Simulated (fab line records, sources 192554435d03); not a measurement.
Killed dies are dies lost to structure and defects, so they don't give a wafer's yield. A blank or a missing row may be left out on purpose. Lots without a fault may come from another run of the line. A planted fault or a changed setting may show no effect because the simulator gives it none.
fab line records | flow n5_finfet
record lots=24 wafers=72 last_day=18
route steps=1938 shown BEOL_M9@1414 BEOL_M10@1483
lots that met no fault: from a run of the same line without faults
start_h: hours from the record's first day to the start of the lot's first wafer shown | wait_h: hours since the lot's step before | " the same as in the row above | L1.1+2: a row that stands for several wafers | - no value, or no start given | * or withheld: withheld | < > ~ a bound
route shown NAME@n: a module of which the file shows steps, and the number in the route of the first | usual: mean/standard deviation of fault-free wafers | same: alike in all rows | chamber/n: place in a boat | sites: the reading at each site | _std_site: their standard deviation | _edge_site: outer sites' mean less inner sites' | radius_mm: how far each site lies from the wafer's centre | mask NAME#n: copy n | behind: the tool/chamber that last shaped the wafer | hold: why the lot was held/for how many hours/how that ended | device: the transistor (n, p or np) that didn't switch | end of line: the same wafers' tests at the end of the route | a step without rows: its recipe alone | killed: dies lost to structure and defects at the first sort, not the wafer's yield | map: a wafer's dies, x killed, . not, _ none there
set.NAME: the setting as run; set.NAME@STEP: as run at that earlier step | model.NAME: the simulator's own value behind a step, which no gauge read
steps of the route over a sample of lots; a table a step, a row a wafer
services: from which hour (start_h, from the record's first day; less than 0 if before it) a tool's chamber was out of use, for how many hours, and why
## steps
# step N5_BEOL_M9_CD_MEAS_11
# recipe target_cd_nm=64.1 landing_energy_ev=500 detector=se_inlens polarity=opening
# usual cd_nm=63.4/0.6
# columns lot.wafer tool chamber start_h wait_h cd_nm
L074.3 cd_sem-01 0 202.80 - 62.7
L074.4 " 0 " " 63.8
L074.6 " 0 " " 62.7
L075.1 cd_sem-03 0 220.02 - 63.0
L075.2 " 0 " " 63.3
L075.4 " 0 " " 63.7
L077.2 cd_sem-02 0 224.55 - 62.6
L077.5 " 0 " " 62.7
L077.6 " 0 " " 62.8
L076.2 cd_sem-01 0 238.95 - 62.7
L076.3 " 0 " " 63.5
L076.4 " 0 " " 64.6
L081.2 cd_sem-03 0 245.02 - 63.3
L081.3 " 0 " " 62.9
L081.5 " 0 " " 63.1
L079.3 cd_sem-01 0 246.27 - 64.2
L079.4 " 0 " " 63.1
L079.6 " 0 " " 64.0
L080.1 cd_sem-01 0 247.33 - 62.8
L080.3 " 0 " " 62.6
L080.4 " 0 " " 62.9
L082.3 cd_sem-01 0 272.24 - 62.7
L082.4 " 0 " " 63.2
L082.6 " 0 " " 63.1
L078.1 cd_sem-03 0 276.35 - 64.2
L078.4 " 0 " " 64.4
L078.5 " 0 " " 62.7
L083.4 cd_sem-01 0 279.20 - 63.4
L083.5 " 0 " " 63.5
L083.6 " 0 " " 63.0
L084.2 cd_sem-02 0 284.02 - 63.4
L084.4 " 0 " " 63.4
L084.6 " 0 " " 63.5
L085.1 cd_sem-02 0 298.87 - 63.8
L085.2 " 0 " " 63.8
L085.6 " 0 " " 63.3
L086.2 cd_sem-01 0 299.37 - 63.9
L086.5 " 0 " " 63.3
L086.6 " 0 " " 62.7
L088.1 cd_sem-01 0 308.58 - 64.2
L088.2 " 0 " " 62.4
L088.3 " 0 " " 64.1
L087.2 cd_sem-02 0 316.96 - 64.1
L087.3 " 0 " " 63.4
L087.6 " 0 " " 63.6
L090.1 cd_sem-01 0 327.12 - 64.1
L090.3 " 0 " " 64.3
L090.5 " 0 " " 64.0
L089.2 cd_sem-02 0 335.71 - 64.1
L089.4 " 0 " " 63.4
L089.6 " 0 " " 63.1
L091.1 cd_sem-03 0 340.99 - 62.6
L091.2 " 0 " " 63.3
L091.4 " 0 " " 62.9
L092.1 cd_sem-02 0 350.26 - 62.2
L092.3 " 0 " " 63.7
L092.4 " 0 " " 63.3
L095.1 cd_sem-03 0 353.99 - 63.7
L095.2 " 0 " " 63.8
L095.4 " 0 " " 62.9
L093.1 cd_sem-02 0 354.22 - 63.3
L093.5 " 0 " " 64.5
L093.6 " 0 " " 63.0
L094.2 cd_sem-03 0 354.52 - 63.3
L094.3 " 0 " " 63.5
L094.5 " 0 " " 63.6
L097.2 cd_sem-03 0 359.77 - 63.2
L097.4 " 0 " " 63.7
L097.5 " 0 " " 64.2
L096.4 cd_sem-01 0 363.33 - 63.3
L096.5 " 0 " " 62.9
L096.6 " 0 " " 63.9
# step N5_BEOL_M9_DEGAS_44
# recipe ambient=vacuum temp_c=250 time_s=60
# usual heater_power_w=325/22
# columns lot.wafer tool chamber start_h wait_h heater_power_w
L074.3 pvd_sputter-03 - 214.90 0.2 318
L074.4 " - " " 342
L074.6 " - " " 313
L075.1 pvd_sputter-01 - 224.51 0.3 305
L075.2 " - " " 296
L075.4 " - " " 336
L077.2 pvd_sputter-03 - 232.52 2.2 319
L077.5 " - " " 304
L077.6 " - " " 341
L076.2 pvd_sputter-03 - 249.23 1.7 313
L076.3 " - " " 312
L076.4 " - " " 347
L079.3 pvd_sputter-02 - 250.69 0.4 334
L079.4 " - " " 359
L079.6 " - " " 377
L081.2 pvd_sputter-02 - 250.89 0.2 367
L081.3 " - " " 313
L081.5 " - " " 373
L080.1 pvd_sputter-01 - 251.29 0.4 325
L080.3 " - " " 305
L080.4 " - " " 310
L082.3 pvd_sputter-03 - 274.90 0.8 315
L082.4 " - " " 318
L082.6 " - " " 313
L078.1 pvd_sputter-01 - 278.80 0.3 305
L078.4 " - " " 311
L078.5 " - " " 331
L083.4 pvd_sputter-03 - 283.30 0.6 349
L083.5 " - " " 306
L083.6 " - " " 323
L084.2 pvd_sputter-03 - 286.68 0.3 354
L084.4 " - " " 317
L084.6 " - " " 324
L085.1 pvd_sputter-01 - 301.84 0.3 312
L085.2 " - " " 300
L085.6 " - " " 300
L086.2 pvd_sputter-02 - 302.69 0.5 358
L086.5 " - " " 362
L086.6 " - " " 327
L088.1 pvd_sputter-01 - 313.26 0.3 314
L088.2 " - " " 314
L088.3 " - " " 306
L087.2 pvd_sputter-01 - 321.38 0.3 306
L087.3 " - " " 309
L087.6 " - " " 303
L090.1 pvd_sputter-02 - 332.20 0.5 360
L090.3 " - " " 305
L090.5 " - " " 306
L089.2 pvd_sputter-01 - 339.99 1.4 303
L089.4 " - " " 300
L089.6 " - " " 306
L091.1 pvd_sputter-03 - 343.68 0.5 321
L091.2 " - " " 307
L091.4 " - " " 356
L092.1 pvd_sputter-01 - 354.56 0.3 290
L092.3 " - " " 321
L092.4 " - " " 305
L093.1 pvd_sputter-03 - 356.42 0.4 320
L093.5 " - " " 319
L093.6 " - " " 306
L095.1 pvd_sputter-03 - 356.54 0.6 314
L095.2 " - " " 318
L095.4 " - " " 346
L094.2 pvd_sputter-03 - 359.02 2.2 318
L094.3 " - " " 346
L094.5 " - " " 320
L097.2 pvd_sputter-02 - 362.38 0.7 327
L097.4 " - " " 352
L097.5 " - " " 373
L096.4 pvd_sputter-01 - 365.67 0.1 310
L096.5 " - " " 301
L096.6 " - " " 296
# step N5_BEOL_M9_DEP_56
# recipe material=SiCN target_thk_a=150 temp_c=withheld precursor=3MS/NH3 pressure_torr=3 rf_w=202 time_s=26.5
# usual rf_fwd_power_W=200.2/0.72 showerhead_plenum_p_Torr=3.667/0.013 throttle_valve_pct=9.09/0.29
# columns lot.wafer tool chamber start_h wait_h rf_fwd_power_W showerhead_plenum_p_Torr throttle_valve_pct
L074.3 pecvd-02 0 217.15 0.0 200.1 3.662 9.08
L074.4 " 2 " " 200.3 3.671 9.06
L074.6 " 2 " " 200.8 3.671 8.95
L075.1 pecvd-03 1 226.00 0.0 199.2 3.637 9.18
L075.2 " 0 " " 199.8 3.667 8.87
L075.4 " 0 " " 200.2 3.666 8.83
L077.2 pecvd-02 1 234.41 0.0 200.1 3.678 8.68
L077.5 " 0 " " 201.7 3.668 9.02
L077.6 " 1 " " 200.7 3.677 8.62
L076.2 pecvd-02 2 250.69 0.0 201.5 3.674 8.97
L076.3 " 0 " " 201.3 3.667 8.94
L076.4 " 2 " " 200.8 3.678 9.13
L079.3 pecvd-03 2 252.20 0.0 200.7 3.660 8.76
L079.4 " 2 " " 201.0 3.660 8.96
L079.6 " 1 " " 200.2 3.631 9.57
L081.2 pecvd-04 2 253.76 0.0 199.5 3.674 8.90
L081.3 " 0 " " 200.5 3.672 8.93
L081.5 " 2 " " 199.6 3.692 9.14
L080.1 pecvd-02 1 255.75 0.0 200.5 3.669 8.88
L080.3 " 2 " " 199.6 3.674 9.06
L080.4 " 0 " " 200.0 3.655 9.22
L082.3 pecvd-04 0 276.38 0.0 200.8 3.665 8.77
L082.4 " 2 " " 199.2 3.674 8.89
L082.6 " 1 " " 199.5 3.685 9.52
L078.1 pecvd-04 0 280.53 0.0 199.8 3.670 8.82
L078.4 " 0 " " 199.4 3.668 8.85
L078.5 " 1 " " 199.6 3.666 9.66
L083.4 pecvd-02 2 285.13 0.0 201.2 3.673 8.92
L083.5 " 1 " " 200.7 3.682 8.96
L083.6 " 0 " " 200.3 3.668 8.79
L084.2 pecvd-02 2 288.39 0.0 200.4 3.668 8.82
L084.4 " 2 " " 201.3 3.665 9.07
L084.6 " 0 " " 199.2 3.664 8.94
L085.1 pecvd-03 1 304.00 0.0 200.0 3.635 9.43
L085.2 " 0 " " 200.6 3.658 8.85
L085.6 " 2 " " 202.0 3.654 8.72
L086.2 pecvd-02 1 305.51 0.0 200.1 3.671 8.91
L086.5 " 0 " " 201.4 3.667 9.33
L086.6 " 2 " " 199.9 3.668 9.37
L088.1 pecvd-02 0 315.02 0.0 199.9 3.672 9.01
L088.2 " 2 " " 200.5 3.675 9.23
L088.3 " 1 " " 200.4 3.683 8.97
L087.2 pecvd-04 1 324.23 0.0 199.8 3.678 9.58
L087.3 " 2 " " 199.8 3.673 8.79
L087.6 " 2 " " 200.3 3.677 9.11
L090.1 pecvd-04 1 335.50 0.0 200.2 3.667 9.81
L090.3 " 2 " " 199.1 3.685 9.16
L090.5 " 2 " " 199.5 3.681 8.93
L089.2 pecvd-04 0 341.57 0.0 198.5 3.676 9.19
L089.4 " 2 " " 200.1 3.669 9.07
L089.6 " 1 " " 200.8 3.673 9.50
L091.1 pecvd-04 2 345.38 0.0 200.6 3.680 8.62
L091.2 " 1 " " 200.0 3.670 9.35
L091.4 " 0 " " 199.8 3.674 9.18
L092.1 pecvd-04 2 356.87 0.0 199.1 3.686 9.27
L092.3 " 1 " " 201.2 3.666 9.59
L092.4 " 2 " " 199.4 3.674 9.06
L093.1 pecvd-04 0 359.56 0.0 201.0 3.658 8.83
L093.5 " 0 " " 200.7 3.666 8.81
L093.6 " 1 " " 200.0 3.676 9.56
L095.1 pecvd-04 1 360.17 0.0 199.1 3.680 9.48
L095.2 " 2 " " 199.7 3.684 8.95
L095.4 " 1 " " 199.8 3.676 9.55
L094.2 pecvd-03 0 360.75 0.0 200.2 3.668 9.14
L094.3 " 1 " " 201.0 3.634 9.45
L094.5 " 0 " " 200.1 3.653 9.02
L097.2 pecvd-03 0 366.49 0.0 200.4 3.672 9.08
L097.4 " 2 " " 200.2 3.667 8.83
L097.5 " 1 " " 201.4 3.634 9.11
L096.4 pecvd-03 1 367.28 0.0 200.1 3.639 9.30
L096.5 " 2 " " 200.1 3.663 8.48
L096.6 " 0 " " 199.2 3.663 9.28
# step N5_BEOL_M10_CD_MEAS_11
# recipe target_cd_nm=64.1 landing_energy_ev=500 detector=se_inlens polarity=opening
# usual cd_nm=64.8/0.65
# columns lot.wafer tool chamber start_h wait_h cd_nm
L074.3 cd_sem-02 0 219.92 - 65.0
L074.4 " 0 " " 65.2
L074.6 " 0 " " 64.3
L075.1 cd_sem-03 0 228.82 - 65.3
L075.2 " 0 " " 64.3
L075.4 " 0 " " 66.0
L077.2 cd_sem-03 0 236.76 - 65.6
L077.5 " 0 " " 65.7
L077.6 " 0 " " 64.3
L076.2 cd_sem-01 0 255.51 - 65.1
L076.3 " 0 " " 64.8
L076.4 " 0 " " 64.5
L079.3 cd_sem-01 0 255.69 - 64.9
L079.4 " 0 " " 65.5
L079.6 " 0 " " 64.8
L081.2 cd_sem-01 0 256.01 - 64.5
L081.3 " 0 " " 64.0
L081.5 " 0 " " 64.8
L080.1 cd_sem-02 0 258.93 - 64.4
L080.3 " 0 " " 64.4
L080.4 " 0 " " 64.2
L082.3 cd_sem-01 0 278.88 - 64.1
L082.4 " 0 " " 64.6
L082.6 " 0 " " 64.6
L078.1 cd_sem-01 0 282.45 - 62.8
L078.4 " 0 " " 63.9
L078.5 " 0 " " 63.2
L083.4 cd_sem-01 0 286.93 - 65.0
L083.5 " 0 " " 64.9
L083.6 " 0 " " 65.1
L084.2 cd_sem-01 0 290.41 - 64.8
L084.4 " 0 " " 64.1
L084.6 " 0 " " 64.7
L085.1 cd_sem-02 0 305.49 - 64.2
L085.2 " 0 " " 64.4
L085.6 " 0 " " 64.5
L086.2 cd_sem-02 0 308.27 - 64.6
L086.5 " 0 " " 64.4
L086.6 " 0 " " 64.7
L088.1 cd_sem-02 0 317.58 - 65.9
L088.2 " 0 " " 65.1
L088.3 " 0 " " 65.3
L087.2 cd_sem-01 0 326.38 - 65.2
L087.3 " 0 " " 64.4
L087.6 " 0 " " 64.9
L090.1 cd_sem-03 0 337.30 - 64.5
L090.3 " 0 " " 65.2
L090.5 " 0 " " 64.4
L089.2 cd_sem-01 0 344.05 - 64.6
L089.4 " 0 " " 65.4
L089.6 " 0 " " 64.2
L091.1 cd_sem-01 0 347.39 - 63.7
L091.2 " 0 " " 63.9
L091.4 " 0 " " 64.9
L092.1 cd_sem-03 0 359.95 - 64.3
L092.3 " 0 " " 64.3
L092.4 " 0 " " 64.1
L093.1 cd_sem-03 0 362.23 - 65.2
L093.5 " 0 " " 65.6
L093.6 " 0 " " 66.0
L095.1 cd_sem-03 0 362.45 - 64.8
L095.2 " 0 " " 64.5
L095.4 " 0 " " 64.1
L094.2 cd_sem-03 0 362.97 - 64.9
L094.3 " 0 " " 64.7
L094.5 " 0 " " 64.3
L097.2 cd_sem-01 0 370.59 - 64.7
L097.4 " 0 " " 64.5
L097.5 " 0 " " 63.8
L096.4 cd_sem-03 0 371.01 - 64.1
L096.5 " 0 " " 64.7
L096.6 " 0 " " 65.8
# step N5_BEOL_M10_STRIP_67
# recipe chemistry=CF4 resist=SiARC power_w=300 bias_power_w=75 pressure_mtorr=50 cf4_flow_sccm=150 rf_frequency_hz=6e+07
# usual drypump_motor_current_A=5.7/0.4 oes_product_au=0.84/0.074 rf_vpp_V=271.6/1.3 showerhead_plenum_p_Torr=1.82/0.049 throttle_valve_pct=13.47/0.19
# columns lot.wafer tool chamber start_h wait_h drypump_motor_current_A oes_product_au rf_hours_counter_h rf_vpp_V showerhead_plenum_p_Torr throttle_valve_pct
L074.3 rie_diel-06 3 220.32 0.0 5.7 0.86 36 271.2 1.84 13.29
L074.4 " 1 " " 6.5 0.92 15 270.8 1.85 13.28
L074.6 " 3 " " 5.7 0.85 - 273.7 1.84 13.30
L075.1 rie_diel-06 2 229.14 0.0 6.4 0.91 33 272.2 1.82 13.27
L075.2 " 0 " " 5.3 0.68 228 268.3 1.71 13.81
L075.4 " 1 " " 6.5 0.91 19 272.2 1.85 13.27
L077.2 rie_diel-05 3 237.43 0.0 6.1 0.68 252 268.8 1.77 13.91
L077.5 " 3 " " 6.1 0.68 - 269.6 1.77 13.90
L077.6 " 2 " " 5.7 0.75 - 274.5 1.89 13.72
L076.2 rie_diel-04 1 256.35 0.0 5.4 0.98 1 270.1 1.85 13.30
L076.3 " 0 " " 5.3 0.91 19 272.6 1.82 13.39
L076.4 " 0 " " 5.3 0.91 - 273.0 1.82 13.39
L079.3 rie_diel-05 1 256.49 0.0 6.1 0.84 59 271.8 1.83 13.28
L079.4 " 2 " " 5.6 0.74 - 272.5 1.89 13.73
L079.6 " 0 " " 5.4 0.87 - 269.3 1.75 13.39
L081.2 rie_diel-04 2 256.60 0.0 5.8 0.79 137 273.6 1.88 13.77
L081.3 " 1 " " 5.4 0.97 1 272.1 1.85 13.30
L081.5 " 0 " " 5.3 0.90 - 272.2 1.82 13.40
L080.1 rie_diel-05 2 260.07 0.0 5.7 0.75 152 273.2 1.89 13.75
L080.3 " 1 " " 6.1 0.83 61 271.9 1.83 13.29
L080.4 " 1 " " 6.1 0.83 - 272.2 1.83 13.28
L082.3 rie_diel-04 2 279.19 0.0 5.8 0.77 147 272.3 1.88 13.80
L082.4 " 1 " " 5.4 0.93 11 270.8 1.85 13.33
L082.6 " 2 " " 5.8 0.78 - 274.4 1.88 13.79
L078.1 rie_diel-05 0 282.77 0.0 5.3 0.86 49 269.9 1.75 13.40
L078.4 " 0 " " 5.3 0.86 - 270.2 1.75 13.40
L078.5 " 1 " " 6.1 0.82 - 271.7 1.82 13.29
L083.4 rie_diel-06 1 287.60 0.0 6.4 0.89 36 272.6 1.85 13.29
L083.5 " 0 " " 5.3 0.67 - 270.1 1.70 13.84
L083.6 " 3 " " 5.7 0.83 - 272.4 1.83 13.33
L084.2 rie_diel-04 3 290.83 0.0 5.4 0.93 5 270.2 1.78 13.47
L084.4 " 2 " " 5.8 0.77 152 272.2 1.88 13.81
L084.6 " 0 " " 5.3 0.88 - 273.7 1.82 13.43
L085.1 rie_diel-06 2 306.13 0.0 6.4 0.87 57 272.2 1.82 13.34
L085.2 " 3 " " 5.7 0.82 66 272.4 1.83 13.36
L085.6 " 2 " " 6.4 0.87 - 272.2 1.82 13.34
L086.2 rie_diel-05 2 308.58 0.0 5.7 0.73 173 271.4 1.88 13.78
L086.5 " 0 " " 5.3 0.83 - 271.3 1.74 13.42
L086.6 " 2 " " 5.7 0.73 - 272.0 1.88 13.81
L088.1 rie_diel-05 2 318.14 0.0 5.7 0.73 177 272.3 1.88 13.79
L088.2 " 0 " " 5.3 0.83 65 270.6 1.74 13.42
L088.3 " 3 " " 6.1 0.99 2 269.3 1.76 13.33
L087.2 rie_diel-06 1 326.69 0.0 6.5 0.87 49 271.3 1.84 13.33
L087.3 " 3 " " 5.7 0.81 71 271.9 1.83 13.38
L087.6 " 2 " " 6.4 0.87 - 269.7 1.82 13.34
L090.1 rie_diel-04 2 337.62 0.0 5.8 0.76 167 272.3 1.87 13.85
L090.3 " 1 " " 5.4 0.89 31 272.2 1.84 13.39
L090.5 " 3 " " 5.3 0.89 - 270.0 1.77 13.52
L089.2 rie_diel-05 2 344.68 0.0 5.7 0.72 186 272.4 1.88 13.82
L089.4 " 0 " " 5.3 0.82 75 272.3 1.74 13.46
L089.6 " 3 " " 6.1 0.95 - 269.2 1.76 13.34
L091.1 rie_diel-05 2 347.81 0.0 5.7 0.72 188 273.5 1.88 13.84
L091.2 " 1 " " 6.1 0.80 99 270.6 1.82 13.36
L091.4 " 3 " " 6.1 0.95 13 270.5 1.76 13.36
L092.1 rie_diel-04 1 360.27 0.0 5.4 0.87 43 271.5 1.84 13.40
L092.3 " 3 " " 5.3 0.87 31 270.2 1.77 13.54
L092.4 " 0 " " 5.3 0.85 53 272.7 1.81 13.47
L093.1 rie_diel-06 1 362.55 0.0 6.5 0.86 60 271.9 1.84 13.36
L093.5 " 3 " " 5.7 0.80 - 270.8 1.82 13.39
L093.6 " 0 " " 5.3 0.94 - 274.1 1.91 13.33
L095.1 rie_diel-06 2 362.80 0.0 6.4 0.85 73 272.0 1.81 13.38
L095.2 " 0 " " 5.3 0.95 13 273.4 1.91 13.34
L095.4 " 3 " " 5.7 0.80 82 269.6 1.82 13.39
L094.2 rie_diel-04 0 363.54 0.0 5.3 0.85 54 270.4 1.81 13.48
L094.3 " 3 " " 5.3 0.88 32 269.8 1.77 13.55
L094.5 " 0 " " 5.3 0.84 - 271.0 1.81 13.48
L097.2 rie_diel-06 2 370.92 0.0 6.4 0.84 76 271.5 1.81 13.39
L097.4 " 0 " " 5.3 0.94 16 272.3 1.91 13.34
L097.5 " 2 " " 6.4 0.85 - 271.9 1.81 13.38
L096.4 rie_diel-04 2 371.33 0.0 5.8 0.75 182 273.5 1.87 13.88
L096.5 " 1 " " 5.4 0.86 - 272.2 1.83 13.43
L096.6 " 2 " " 5.8 0.75 - 274.1 1.87 13.89
# step N5_BEOL_M10_CMP_52
# recipe stop_on=SiCOH_lowk t_overpolish_s=7 down_force_psi=1 platen_rpm=50 clearing_platen_down_force_psi=1.5 clearing_platen_rpm=50 post_cmp_clean=cu_alkaline target_thk_nm=140 clearing_platen_pad_velocity_m_s=0.99484 pad_velocity_m_s=0.99484
# usual barrier_field_endpoint_s=29.2/1.1 motor_current_A=5.9/0.7 overpolish_run_s=6.999/0.0082 time_to_endpoint_s=68/5.3
# columns lot.wafer tool chamber start_h wait_h barrier_field_endpoint_s motor_current_A overpolish_run_s time_to_endpoint_s
L074.4 cmp-01 0 226.61 0.1 28.5 5.2 7.007 59
L074.3 " 2 " " 30.6 5.7 7.000 72
L074.6 " 1 " " 28.5 7.4 6.989 57
L075.1 cmp-04 1 236.57 0.3 28.6 5.2 6.989 64
L075.4 " 3 " " 29.8 5.7 7.002 68
L075.2 " 0 " " 29.9 6.0 6.993 68
L077.2 cmp-04 0 246.10 0.2 29.2 6.3 6.984 72
L077.5 " 3 " " 29.6 6.2 6.990 69
L077.6 " 0 " " 31.0 6.3 7.012 76
L076.2 cmp-01 2 261.12 0.2 31.8 5.8 6.997 73
L076.3 " 3 " " 29.7 5.0 6.990 66
L076.4 " 0 " " 28.8 5.6 7.004 61
L081.3 cmp-01 3 262.92 0.2 28.7 5.0 7.003 66
L081.2 " 0 " " 28.3 5.4 6.988 64
L081.5 " 2 " " 30.9 6.2 7.001 73
L079.3 cmp-04 3 262.98 0.2 29.3 5.7 7.002 70
L079.4 " 0 " " 30.3 6.0 6.991 71
L079.6 " 0 " " 29.8 6.2 6.999 68
L080.3 cmp-01 3 264.97 0.2 27.1 5.4 6.999 64
L080.1 " 0 " " 27.2 5.5 7.000 58
L080.4 " 2 " " 28.6 5.9 6.999 67
L082.3 cmp-01 1 282.75 0.2 27.9 7.2 7.005 64
L082.4 " 3 " " 30.0 5.1 7.005 68
L082.6 " 2 " " 30.8 5.6 6.994 73
L078.1 cmp-04 2 287.62 0.3 28.4 5.3 7.005 66
L078.4 " 3 " " 30.0 5.7 7.001 74
L078.5 " 2 " " 29.4 5.4 6.997 65
L083.4 cmp-03 2 291.62 0.2 29.1 7.6 7.009 62
L083.5 " 3 " " 28.5 5.7 7.006 64
L083.6 " 0 " " 30.5 5.6 6.993 72
L084.2 cmp-01 0 298.96 0.4 28.3 5.5 6.979 65
L084.4 " 2 " " 30.8 5.9 6.995 75
L084.6 " 3 " " 29.0 4.9 6.992 67
L085.1 cmp-04 0 310.18 0.5 30.2 5.9 6.986 72
L085.2 " 1 " " 29.2 5.1 7.006 65
L085.6 " 3 " " 30.2 5.6 7.012 70
L086.2 cmp-01 0 315.05 0.3 27.7 5.6 6.993 59
L086.5 " 1 " " 29.2 7.2 6.987 66
L086.6 " 2 " " 29.6 5.8 7.002 75
L088.3 cmp-03 3 323.91 0.2 28.4 5.5 7.019 66
L088.2 " 1 " " 30.8 5.5 7.005 76
L088.1 " 2 " " 27.8 7.6 6.999 66
L087.2 cmp-03 0 335.59 0.4 30.5 5.6 7.014 77
L087.3 " 1 " " 31.2 5.8 6.995 77
L087.6 " 3 " " 28.9 5.6 6.999 68
L090.1 cmp-01 0 343.87 0.3 28.4 5.5 7.002 65
L090.3 " 1 " " 28.0 7.3 7.010 66
L090.5 " 0 " " 28.8 5.6 7.000 69
L089.2 cmp-03 3 351.03 0.2 28.4 5.7 6.992 63
L089.4 " 2 " " 28.7 7.0 6.999 64
L089.6 " 0 " " 30.5 5.4 6.990 75
L091.4 cmp-03 3 352.65 0.1 29.1 5.6 6.994 65
L091.1 " 1 " " 30.4 5.5 6.985 78
L091.2 " 2 " " 29.0 7.4 7.006 65
L092.1 cmp-04 1 365.26 0.3 27.4 5.3 7.008 61
L092.4 " 2 " " 27.9 5.6 7.001 60
L092.3 " 3 " " 27.3 5.9 6.999 62
L093.1 cmp-04 3 366.75 0.4 28.7 5.8 7.006 68
L093.5 " 0 " " 30.3 6.1 6.991 70
L093.6 " 1 " " 27.7 5.4 6.996 66
L095.1 cmp-03 3 368.13 0.3 28.6 5.7 6.993 67
L095.2 " 0 " " 29.8 5.6 7.010 74
L095.4 " 1 " " 31.4 5.5 6.988 77
L094.2 cmp-03 1 369.14 0.4 31.3 5.4 7.013 77
L094.3 " 0 " " 31.0 5.7 7.011 79
L094.5 " 2 " " 28.2 7.4 7.001 63
L096.4 cmp-04 3 377.17 0.1 29.8 5.6 6.998 67
L096.5 " 3 " " 29.4 5.8 7.005 68
L096.6 " 0 " " 31.1 6.2 7.015 71
L097.2 cmp-03 1 379.06 0.2 30.1 5.4 6.994 77
L097.4 " 3 " " 28.2 6.0 6.992 67
L097.5 " 2 " " 28.2 7.0 6.985 62
## services
# columns tool chamber start_h hours kind
rie_diel-04 0 197.28 - clean
rie_diel-04 0 197.28 - consumable_replace:focus_ring
rie_diel-04 0 197.28 12.2 scheduled_down
rie_diel-04 0 197.28 12.2 vent_cycle
cmp-03 - 202.86 7.1 pm
rie_diel-05 - 205.16 0.7 repair
pecvd-04 1 210.67 3.4 repair
pecvd-02 1 213.54 5.5 scheduled_down
pecvd-04 1 214.10 5.5 scheduled_down
rie_diel-05 - 218.37 0.1 repair
pecvd-04 1 219.64 5.5 scheduled_down
rie_diel-04 1 229.60 - clean
pecvd-04 0 238.10 - calibration
rie_diel-05 3 242.46 40.9 repair
pecvd-03 0 243.03 4.9 repair
rie_diel-04 1 252.29 3.0 repair
cmp-03 - 265.10 2.1 repair
rie_diel-06 2 275.94 2.5 repair
cmp-01 - 278.70 4.0 pm
cmp-01 - 284.29 0.9 repair
pecvd-04 0 316.97 5.5 scheduled_down
pecvd-04 - 372.50 1.2 repair
cmp-04 - 374.61 1.0 repair
pecvd-02 2 375.64 30.7 repair
## key
fault none
